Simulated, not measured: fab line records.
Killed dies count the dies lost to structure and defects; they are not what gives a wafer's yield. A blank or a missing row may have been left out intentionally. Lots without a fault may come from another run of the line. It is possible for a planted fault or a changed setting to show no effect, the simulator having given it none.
Problem report, 8D (eight disciplines) form, completed by code || flow n5_finfet || the parts of the form that need people (team, actions taken, sign-off) are left out

## 1. WHAT WENT WRONG
Mean of susceptor_temp_C at N5_FIN_SAQP_ALD_61: 263.27 C across 6 wafers in 2 lots; on wafers with no fault it is 300.00 C (standard deviation 0.18). So: -99 or more standard deviations from the usual mean.
The step: deposits SiO2, target thk 4 nm, pulse time 1 s, purge time 2 s.
First seen on wafer L246.2, day 4 03:06, on ald_sin-01. Wafers with a number at this step in the record: 12, from 4 lots. Rule for "out" (also "out of limits"): further than 4 standard deviations from the usual mean. Any other wafer with a number is counted as sound.

## 2. WHAT THIS IS AND IS NOT
{"question": "which readings at this step", "is": "susceptor_temp_C", "is not": "precursor_pulse_height_rel"}
{"question": "which lots", "is": "L246, L248", "is not": "L245, L259"}
{"question": "which wafers of those lots", "is": "all that have a number", "is not": "-"}
{"question": "read on which tools", "is": "ald_sin-01", "is not": "ald_sin-04"}
{"question": "when", "is": "from day 4 03:06", "is not": "up to then (3 sound wafers); but 3 sound wafers of L259 came after"}

## 3. WHAT RULES OUT EACH SUSPECT
Counting: a tool at any process step up to the reading remains a suspect when it ran all the lots that are out and ran no sound lot after the first of those.
- ald_sin-01 at N5_FIN_SAQP_ALD_61 (deposits SiO2, target thk 4 nm, pulse time 1 s, purge time 2 s): kept. It processed each lot that is out, first L246 at day 4 03:06, and no sound lot thereafter; up to then, the last sound lot it processed was L245 at day 3 20:28. Out on those wafers are its own readings of susceptor_temp_C.
The count leaves ald_sin-01 at N5_FIN_SAQP_ALD_61.

## 4. THE CAUSE (what the simulator had put in)
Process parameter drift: ald_sin-01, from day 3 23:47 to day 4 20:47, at N5_FIN_SAQP_ALD_61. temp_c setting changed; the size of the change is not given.
Only this tool survived the counting.

## 5. SEQUENCE OF EFFECTS, ordered by route
Rows list readings where the struck wafers' mean (over those with a number) sits beyond 3 standard deviations from the usual. Scope: only readings with a usual standard deviation given in the record; hours: median across lots of the time from each lot's start at the first step in this table that gives one to its start at this step; sigmas: change in usual standard deviations.
{"hours": 0, "step": "N5_FIN_SAQP_ALD_61", "reading": "susceptor_temp_C", "usual": "300.00 C", "on struck wafers": 263.27, "change": -36.73, "sigmas": "-99 or more"}
Here are the process steps it includes:
- N5_FIN_SAQP_ALD_61: deposits SiO2, target thk 4 nm, pulse time 1 s, purge time 2 s.
Later steps that measure or inspect, where all struck wafers having a row at the step show a number for every such reading and not one has moved that far: N5_BEOL_M4_RC_MEAS_101.

## 6. WHAT WOULD HAVE CAUGHT IT SOONER
First out-of-limits reading in this record: day 4 03:06, which is 3 hours after fault onset at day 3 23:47.
